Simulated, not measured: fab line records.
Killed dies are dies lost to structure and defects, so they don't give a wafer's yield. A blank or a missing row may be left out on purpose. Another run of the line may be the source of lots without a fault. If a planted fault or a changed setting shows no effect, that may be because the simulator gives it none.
Chamber matching :: flow n5_finfet :: pecvd-02 running N5_FIN_SAQP_PECVD_06: 3 sister chambers
The step deposits a-Si from SiH4/He, target thk 60 nm, time 48.1 s. 3 wafers are shown with their chamber, then 9 later ones without.

## WAFERS PAIRED WITH THEIR CHAMBERS
wafer: L087.2
chamber: 0
throttle_valve_pct (%): 17.4

wafer: L087.4
chamber: 1
throttle_valve_pct (%): 17.5

wafer: L087.6
chamber: 2
throttle_valve_pct (%): 19.6

## WAFERS WHOSE CHAMBER IS MISSING
wafer: L088.1
throttle_valve_pct (%): 17.3

wafer: L088.3
throttle_valve_pct (%): 19.8

wafer: L088.4
throttle_valve_pct (%): 17.3

wafer: L089.1
throttle_valve_pct (%): 19.7

wafer: L089.3
throttle_valve_pct (%): 17.2

wafer: L089.6
throttle_valve_pct (%): 19.8

wafer: L095.1
throttle_valve_pct (%): 19.8

wafer: L095.2
throttle_valve_pct (%): 17.6

wafer: L095.3
throttle_valve_pct (%): 17.3

## THE CHAMBER EACH PASSED THROUGH
wafer: L088.1
from the rows above: can't be placed: 0 or 1
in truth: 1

wafer: L088.3
from the rows above: 2
in truth: 2

wafer: L088.4
from the rows above: can't be placed: 0 or 1
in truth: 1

wafer: L089.1
from the rows above: 2
in truth: 2

wafer: L089.3
from the rows above: can't be placed: 0 or 1
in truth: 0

wafer: L089.6
from the rows above: 2
in truth: 2

wafer: L095.1
from the rows above: 2
in truth: 2

wafer: L095.2
from the rows above: can't be placed: 1 or 0
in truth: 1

wafer: L095.3
from the rows above: can't be placed: 0 or 1
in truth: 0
Correct placement for 4 of the 9. Cannot be placed on the basis of these rows: 5; the candidates contain the true chamber in 5. 0 placed wrongly.
How it was worked out, from the rows above alone: a wafer's distance from a chamber is the root of the sum, over the readings, of the square of ((its reading less the chamber's mean) divided by the reading's scatter). If the next closest chamber is less than 2 further off than the closest, the wafer can't be placed; otherwise it belongs to the closest. The mean given for a chamber averages the wafers shown for that chamber. The scatter (one wafer shown for each chamber): square how far every hidden wafer sits from the nearest shown wafer, average those squares and take the square root.
